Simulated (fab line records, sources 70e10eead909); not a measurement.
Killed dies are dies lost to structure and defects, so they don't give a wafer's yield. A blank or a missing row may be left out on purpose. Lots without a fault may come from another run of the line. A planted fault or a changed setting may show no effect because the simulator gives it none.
Chamber matching | flow nand_harc | NHARC_A_SGD_CUT_ETCHBACK_24 on rie_diel-08: 4 sister chambers
The step etches the open film in CH3F/O2, target depth 50 nm, time 92.857 s. 8 wafers are shown with their chamber, then 7 later ones without.

WAFERS WITH THEIR CHAMBER
wafer  | chamber | drypump_motor_current_A (A) | rf_vpp_V (V)
L500.2 | 2       | 6.3                         | 244.9
L500.5 | 1       | 5.1                         | 243.5
L503.3 | 2       | 6.3                         | 244.2
L507.1 | 1       | 5.1                         | 244.6
L507.3 | 0       | 6.0                         | 246.1
L507.5 | 3       | 6.3                         | 246.1
L514.1 | 0       | 5.9                         | 246.8
L514.2 | 3       | 6.3                         | 246.2

WAFERS WITHOUT THEIR CHAMBER
wafer  | drypump_motor_current_A (A) | rf_vpp_V (V)
L514.5 | 5.2                         | 244.1
L519.1 | 6.3                         | 244.0
L519.4 | 5.1                         | 243.0
L519.6 | 6.0                         | 244.5
L520.1 | 6.3                         | 246.4
L520.3 | 6.3                         | 243.1
L520.6 | 6.4                         | 243.6

WHICH CHAMBER EACH WENT THROUGH
wafer  | from the rows above | in truth
L514.5 | 1                   | 1
L519.1 | 2                   | 2
L519.4 | 1                   | 1
L519.6 | 0                   | 0
L520.1 | 3                   | 3
L520.3 | 2                   | 2
L520.6 | 2                   | 2
Placed correctly: 7 of 7. Can't be placed from these rows: 0. Placed wrongly: 0.
How it was worked out, from the rows above alone: a wafer's distance from a chamber is the root of the sum, over the readings, of the square of ((its reading less the chamber's mean) divided by the reading's scatter). The wafer belongs to the nearest chamber; if the next one is less than 2 further off, it can't be placed. A chamber's mean is the mean of its shown wafers. The scatter: the root of (the sum of the squares of (reading less its chamber's mean) over the shown wafers, divided by (wafers less chambers)).
